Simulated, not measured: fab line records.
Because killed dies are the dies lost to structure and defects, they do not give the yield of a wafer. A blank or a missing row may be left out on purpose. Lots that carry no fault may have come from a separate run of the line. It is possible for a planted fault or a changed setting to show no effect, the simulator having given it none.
Which tool is to blame?    flow n5Finfet    10 lots, 30 wafers sampled, at 4 steps of a route of 1938

WHAT EACH GAUGE READ, for each wafer
N5_BEOL_M11_OVL_MEAS_12.
lot   measured      on          M11_OVL (nm)
L595  day 11 22:14  overlay-02  0.2 -1.1 0.1
L597  day 13 12:41  overlay-01  0.0 0.5 0.7
L601  day 14 15:29  overlay-02  12.2 12.2 11.4
L602  day 14 17:36  overlay-01  -0.7 -2.2 -0.9
L604  day 14 21:17  overlay-01  13.0 11.8 12.2
L605  day 15 05:03  overlay-01  11.8 12.5 11.0
L611  day 16 19:41  overlay-01  -1.4 -0.8 -0.9
L612  day 16 21:26  overlay-02  -0.3 -0.4 0.5
L618  day 18 04:52  overlay-01  -0.9 -0.8 -0.1
L600  day 18 04:54  overlay-02  0.4 -0.3 0.3

EACH LOT AND THE TOOL THAT RAN IT (in order: tool; ch and the chambers of the sampled wafers; start)
lot   N5_BEOL_M10_SURFACE_TREAT_76  N5_BEOL_M11_ILD_DEP_00           N5_BEOL_M11_EXPOSE_08
L595  pvdSputter-03, day 11 19:14   pecvd-03 ch 0,1,2, day 11 20:28  arfiScanner-03 ch 0, day 11 22:05
L597  pvdSputter-01, day 13 09:00   pecvd-03 ch 0,2, day 13 10:34    arfiScanner-03 ch 0, day 13 12:31
L601  pvdSputter-03, day 14 10:22   pecvd-01 ch 1,2, day 14 11:49    arfiScanner-02 ch 0, day 14 15:20
L602  pvdSputter-01, day 14 14:02   pecvd-04 ch 0,1,2, day 14 15:29  arfiScanner-01 ch 0, day 14 17:26
L604  pvdSputter-01, day 14 18:42   pecvd-03 ch 0,1,2, day 14 19:55  arfiScanner-02 ch 0, day 14 21:07
L605  pvdSputter-02, day 15 00:17   pecvd-04 ch 0,1,2, day 15 01:32  arfiScanner-02 ch 0, day 15 04:54
L611  pvdSputter-02, day 16 14:08   pecvd-01 ch 0,1,2, day 16 15:34  arfiScanner-03 ch 0, day 16 19:32
L612  pvdSputter-01, day 16 16:19   pecvd-01 ch 0,1, day 16 19:18    arfiScanner-03 ch 0, day 16 21:17
L618  pvdSputter-01, day 18 01:17   pecvd-01 ch 0,1,2, day 18 02:33  arfiScanner-03 ch 0, day 18 04:43
L600  pvdSputter-01, day 18 01:26   pecvd-01 ch 0,2, day 18 02:47    arfiScanner-03 ch 0, day 18 04:45
- N5_BEOL_M10_SURFACE_TREAT_76
- N5_BEOL_M11_ILD_DEP_00: deposits SiCOH lowk from DEMS/porogen, target thk 308.51 nm, time 58 s.
- N5_BEOL_M11_EXPOSE_08: exposes mask M11.

WHAT THE TOOLS THEMSELVES READ (means of the sampled wafers that have a number; where no wafer has one, the mark that the record gives instead)
N5_BEOL_M11_ILD_DEP_00.
lot   tool      heaterPowerW (W)  showerheadPlenumPTorr (Torr)  throttleValvePct (%)
L595  pecvd-03  306               5.745                         13.4
L597  pecvd-03  308               5.752                         13.6
L601  pecvd-01  357               5.722                         13.9
L602  pecvd-04  346               5.744                         13.8
L604  pecvd-03  328               5.752                         13.5
L605  pecvd-04  321               5.734                         14.1
L611  pecvd-01  331               5.728                         13.2
L612  pecvd-01  367               5.736                         13.6
L618  pecvd-01  329               5.725                         13.3
L600  pecvd-01  321               5.728                         13.1

N5_BEOL_M11_EXPOSE_08.
lot   tool            focusOffsetNm (nm)
L595  arfiScanner-03  -0.4
L597  arfiScanner-03  0.2
L601  arfiScanner-02  0.1
L602  arfiScanner-01  -0.2
L604  arfiScanner-02  -0.5
L605  arfiScanner-02  0.3
L611  arfiScanner-03  0.7
L612  arfiScanner-03  0.7
L618  arfiScanner-03  1.2
L600  arfiScanner-03  0.7

THE ANSWER, worked out from the rows above alone
Rule: what is usual is taken from the lots themselves. The widest of any qualifying gaps counts: lots, ordered by their means at a reading, are off when they make up no more than a third of the lots, leave a main group of 4 or more, and stand apart from it by 3 or more times the standard deviation of that group's means. A main group is skipped when, at the precision printed for the reading in the tables above, its means are all equal. Also off: a lot with no number at a reading for which 4 or more lots have one. Where the step has rows for the other lots, those lots are counted as sound. First the gauges in route order, then the tools' own readings, where a lot's mean is used as printed above. At the first step where some lot is off, the reading lying furthest off is the one used; lots without a number count as furthest.
Off: at N5_BEOL_M11_OVL_MEAS_12 (M11_OVL), L601, L604, L605. Mean -0.4 nm and standard deviation 0.57 in the main group.
If a tool, at a process step before that reading, ran all the lots that are off and no sound lot after the first of them, it fits. The gauges at N5_BEOL_M11_OVL_MEAS_12 are tried like those tools. One fits: N5_BEOL_M11_EXPOSE_08 on arfiScanner-02. It ran no sound lot before its first lot that is off in this sample, so the start can't be narrowed down.

WHAT THE SIMULATOR PUT IN
Scanner matching overlay: arfiScanner-02, from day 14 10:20 on, at N5_BEOL_M11_EXPOSE_08. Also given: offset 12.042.
Struck lots among those shown: L601, L604, L605. The rule above found the same.
